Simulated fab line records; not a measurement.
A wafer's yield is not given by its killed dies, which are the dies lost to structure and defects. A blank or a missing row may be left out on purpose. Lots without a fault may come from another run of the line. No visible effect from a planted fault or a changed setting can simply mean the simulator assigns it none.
2 desks looking at one fault || flow n5-finfet || each desk holds nothing but its own numbers, with what lay behind them at the end

THE DEFECT DESK
What the inspections along the route counted, lot by lot: means of the sampled wafers that have a number. Marked OUT: a lot whose mean sits more than 4 standard deviations from the usual mean, which makes it out of limits; the brackets give that distance.
Columns: A = raw-defect-count at N5_PMOS_HMC_CHANNEL_EPI_INSPECT_30, usual 19
{"lot": "L666", "first seen here": "day 2 02:33", "A": 22}
{"lot": "L667", "first seen here": "day 2 08:27", "A": 12}
{"lot": "L670", "first seen here": "day 3 02:08", "A": 17}
{"lot": "L671", "first seen here": "day 3 08:30", "A": 20}
{"lot": "L672", "first seen here": "day 3 14:38", "A": 18}
{"lot": "L674", "first seen here": "day 4 02:55", "A": 26}
{"lot": "L675", "first seen here": "day 4 08:56", "A": 17}
{"lot": "L684", "first seen here": "day 6 14:28", "A": 19}
{"lot": "L687", "first seen here": "day 7 08:29", "A": 20}
{"lot": "L688", "first seen here": "day 7 14:20", "A": 18}
This desk's finding: nothing out of limits on any of the 10 lots.

METROLOGY DESK
Lot by lot, what the gauges showed, no matter which tool ran the lot: averages of those sampled wafers that carry a number. Marked OUT: a lot whose mean sits more than 4 standard deviations from the usual mean, which makes it out of limits; the brackets give that distance. Of its 12 readings 7 are shown: the one that was out of limits first, and those that lie furthest out on some lot.
Columns: A = thk-nm at N5_FIN_SAQP_THK_MEAS_05, usual 38.0 nm; B = cd-nm at N5_FIN_SAQP_CD_MEAS_16, usual 35.6 nm; C = DIBL_P at N5_BEOL_M4_RC_MEAS_101, usual 36.4 mV/V; D = IOFF_P at N5_BEOL_M4_RC_MEAS_101, usual 0.22 nA/um; E = ION_P at N5_BEOL_M4_RC_MEAS_101, usual 463 uA/um; F = VT_N at N5_BEOL_M4_RC_MEAS_101, usual 250 mV; G = VT_P at N5_BEOL_M4_RC_MEAS_101, usual -250 mV
{"lot": "L666", "first seen here": "day 2 04:56", "A": 38.6, "B": 35.0, "C": 34.1, "D": 0.20, "E": 466, "F": 252, "G": -250}
{"lot": "L667", "first seen here": "day 2 09:35", "A": 37.9, "B": 36.0, "C": 36.3, "D": 0.18, "E": 456, "F": 251, "G": -254}
{"lot": "L670", "first seen here": "day 3 03:40", "A": 37.9, "B": 35.2, "C": 35.2, "D": 0.19, "E": 465, "F": 249, "G": -252}
{"lot": "L671", "first seen here": "day 3 09:22", "A": 37.7, "B": 35.9, "C": 35.6, "D": 0.20, "E": 458, "F": 251, "G": -250}
{"lot": "L672", "first seen here": "day 3 15:56", "A": 38.2, "B": 35.5, "C": 39.2, "D": 0.27, "E": 476, "F": 248, "G": -247}
{"lot": "L674", "first seen here": "day 4 03:34", "A": 38.0, "B": "38.4 (+8.1) OUT", "C": 37.2, "D": 0.20, "E": 460, "F": 249, "G": -252}
{"lot": "L675", "first seen here": "day 4 09:45", "A": 38.1, "B": "38.3 (+7.8) OUT", "C": 37.7, "D": 0.25, "E": 467, "F": 247, "G": -247}
{"lot": "L684", "first seen here": "day 6 15:14", "A": 38.8, "B": 35.8, "C": 32.5, "D": 0.13, "E": 446, "F": 256, "G": -258}
{"lot": "L687", "first seen here": "day 7 09:14", "A": 38.9, "B": 35.6, "C": 37.8, "D": 0.19, "E": 458, "F": 250, "G": -252}
{"lot": "L688", "first seen here": "day 7 15:07", "A": 38.2, "B": 35.5, "C": 35.5, "D": 0.22, "E": 461, "F": 250, "G": -250}
Finding of this desk: L674, L675 out of limits; the first was L674 at day 4 04:13, on cd-nm at N5_FIN_SAQP_CD_MEAS_16. In limits: L666, L667, L670, L671, L672, L684, L687, L688.

BROUGHT TOGETHER
At day 4 04:13 the metrology desk could have sounded an alarm, on L674, L675.
Nothing the defect desk looked at was out of limits.
The defect desk has L674, L675 on record, within its limits.
Every lot named ran N5_FIN_SAQP_PEB_14 on litho-track-03.

WHAT HAD BEEN PUT IN BY THE SIMULATOR
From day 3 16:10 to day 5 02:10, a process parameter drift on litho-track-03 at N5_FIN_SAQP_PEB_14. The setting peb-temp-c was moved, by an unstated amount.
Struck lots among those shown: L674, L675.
Time in hours between the start of the fault and the first out-of-limits reading at each desk: metrology desk, 12.
